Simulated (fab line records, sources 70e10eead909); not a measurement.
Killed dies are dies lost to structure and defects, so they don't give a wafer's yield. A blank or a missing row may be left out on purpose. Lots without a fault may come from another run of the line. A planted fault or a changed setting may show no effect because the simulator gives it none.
Which tool did it? | flow nand_harc | 12 lots, 36 wafers sampled, at 4 steps of a route of 1302

WHAT THE GAUGES READ, wafer by wafer
NHARC_P_M1_OVL_MEAS_10: pitch 260 nm.
lot  | measured     | on         | overlay_x_nm (nm)
L075 | day 6 16:22  | overlay-01 | -1.4 -2.3 -1.6
L077 | day 7 11:47  | overlay-02 | 1.7 0.8 1.2
L079 | day 8 04:01  | overlay-02 | 0.0 0.0 0.3
L081 | day 9 01:20  | overlay-02 | 0.0 0.4 0.3
L083 | day 10 02:26 | overlay-02 | -0.7 -1.0 -0.2
L085 | day 11 04:29 | overlay-01 | 0.8 1.0 0.4
L087 | day 12 09:25 | overlay-02 | 0.3 -0.6 -0.1
L090 | day 12 20:19 | overlay-01 | 0.3 0.6 0.5
L091 | day 13 04:15 | overlay-01 | -0.5 0.1 -0.4
L093 | day 14 06:37 | overlay-02 | 1.3 1.6 1.2
L096 | day 15 11:59 | overlay-01 | -0.3 -0.5 -0.1
L097 | day 15 22:18 | overlay-01 | 0.0 -0.4 0.2

WHICH TOOL RAN EACH LOT (tool, then ch and the chambers of the sampled wafers, then the start)
lot  | NHARC_P_M0_ETCH_15                            | NHARC_P_M0_PVD_21                       | NHARC_P_M0_ANNEAL_30
L075 | rie_diel-11 ch 0,1,2, day 6 14:05 or earlier  | pvd_sputter-02, day 6 14:05 or earlier  | rtp_anneal-01 ch 0, day 6 14:05
L077 | rie_diel-03 ch 0,3, day 7 09:38 or earlier    | pvd_sputter-02, day 7 09:38 or earlier  | rtp_anneal-01 ch 0, day 7 09:38
L079 | rie_diel-03 ch 1,2, day 8 01:52 or earlier    | pvd_sputter-01, day 8 01:52 or earlier  | rtp_anneal-01 ch 0, day 8 01:52
L081 | rie_diel-03 ch 0,1,2, day 8 22:55 or earlier  | pvd_sputter-03, day 8 22:55 or earlier  | rtp_anneal-02 ch 0, day 8 22:55
L083 | rie_diel-03 ch 0,1,2, day 10 00:17 or earlier | pvd_sputter-03, day 10 00:17 or earlier | rtp_anneal-02 ch 0, day 10 00:17
L085 | rie_diel-03 ch 0,1,2, day 11 02:24 or earlier | pvd_sputter-01, day 11 02:24 or earlier | rtp_anneal-02 ch 0, day 11 02:24
L087 | rie_diel-10 ch 1,2, day 12 07:16 or earlier   | pvd_sputter-01, day 12 07:16 or earlier | rtp_anneal-01 ch 0, day 12 07:16
L090 | rie_diel-11 ch 0,3, day 12 17:56 or earlier   | pvd_sputter-01, day 12 17:56 or earlier | rtp_anneal-01 ch 0, day 12 17:56
L091 | rie_diel-10 ch 1,2, day 13 01:57 or earlier   | pvd_sputter-03, day 13 01:57 or earlier | rtp_anneal-01 ch 0, day 13 01:57
L093 | rie_diel-03 ch 1,2, day 14 04:20 or earlier   | pvd_sputter-03, day 14 04:20 or earlier | rtp_anneal-01 ch 0, day 14 04:20
L096 | rie_diel-03 ch 1,2,3, day 15 09:40 or earlier | pvd_sputter-02, day 15 09:40 or earlier | rtp_anneal-01 ch 0, day 15 09:40
L097 | rie_diel-03 ch 1,3, day 15 20:08 or earlier   | pvd_sputter-01, day 15 20:08 or earlier | rtp_anneal-01 ch 0, day 15 20:08
- NHARC_P_M0_ETCH_15: etches the open film in C4F8/Ar, target depth 150 nm, overetch 15 nm, time 82.5 s.
- NHARC_P_M0_PVD_21: deposits Cu, target thk 30 nm, time 20.49 s.
- NHARC_P_M0_ANNEAL_30: time 90 s.

THE ANSWER, worked out from the rows above alone
Rule: what is usual is taken from the lots themselves. Put in order of their means at a reading, lots are off if they are a third of the lots or fewer, leave a main group of 4 or more, and stand apart from it by a gap of 3 or more times the standard deviation of the main group's means; of several such gaps the widest counts. A main group whose means are all the same, to the digits that the tables above print for the reading, isn't used. A lot without any number at a reading at which 4 lots or more have one is off too. The other lots that the step has rows for count as sound.
No lot is off at any reading shown: from this, nothing can be told.

WHAT THE SIMULATOR HAD PUT IN
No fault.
